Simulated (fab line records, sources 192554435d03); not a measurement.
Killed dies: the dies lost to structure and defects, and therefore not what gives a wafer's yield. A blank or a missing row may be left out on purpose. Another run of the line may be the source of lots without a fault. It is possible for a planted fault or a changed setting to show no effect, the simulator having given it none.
Matching of chambers | flow n5_finfet | N5_BEOL_M0_STRIP_142 on rie_diel-06 has 4 sister chambers
The step strips in N2/H2, time 10 s. 8 wafers are shown with their chamber, then 12 later ones without.

EACH WAFER AND ITS CHAMBER
wafer  | chamber | showerhead_plenum_p_Torr (Torr) | drypump_motor_current_A (A)
L082.5 | 0       | 2.44                            | 5.8
L083.6 | 1       | 2.49                            | 5.8
L084.6 | 3       | 2.50                            | 6.0
L085.2 | 0       | 2.43                            | 5.7
L085.5 | 2       | 2.59                            | 4.9
L088.1 | 2       | 2.58                            | 4.9
L088.2 | 1       | 2.49                            | 5.7
L088.3 | 3       | 2.50                            | 6.0

WAFERS MISSING THEIR CHAMBER
wafer  | showerhead_plenum_p_Torr (Torr) | drypump_motor_current_A (A)
L087.3 | 2.58                            | 4.9
L087.4 | 2.50                            | 6.0
L087.5 | 2.43                            | 5.8
L089.1 | 2.43                            | 5.8
L089.3 | 2.50                            | 6.0
L089.5 | 2.58                            | 4.9
L095.4 | 2.43                            | 5.8
L095.5 | 2.58                            | 4.9
L095.6 | 2.48                            | 5.7
L096.1 | 2.43                            | 5.7
L096.3 | 2.48                            | 5.8
L096.5 | 2.58                            | 4.9

EACH ONE'S CHAMBER
wafer  | from the rows above | in truth
L087.3 | 2                   | 2
L087.4 | 3                   | 3
L087.5 | 0                   | 0
L089.1 | 0                   | 0
L089.3 | 3                   | 3
L089.5 | 2                   | 2
L095.4 | 0                   | 0
L095.5 | 2                   | 2
L095.6 | 1                   | 1
L096.1 | 0                   | 0
L096.3 | 1                   | 1
L096.5 | 2                   | 2
Placed correctly: 12 of 12. From these rows, 0 cannot be placed. Wrongly placed: 0.
How it was worked out, from the rows above alone: a wafer's distance from a chamber is the root of the sum, over the readings, of the square of ((its reading less the chamber's mean) divided by the reading's scatter). If the next closest chamber is less than 2 further off than the closest, the wafer can't be placed; otherwise it belongs to the closest. A chamber's mean is the mean of its shown wafers. The scatter: take each reading less its chamber's mean, square it, sum over the shown wafers, divide by the number of wafers less the number of chambers, and take the root.
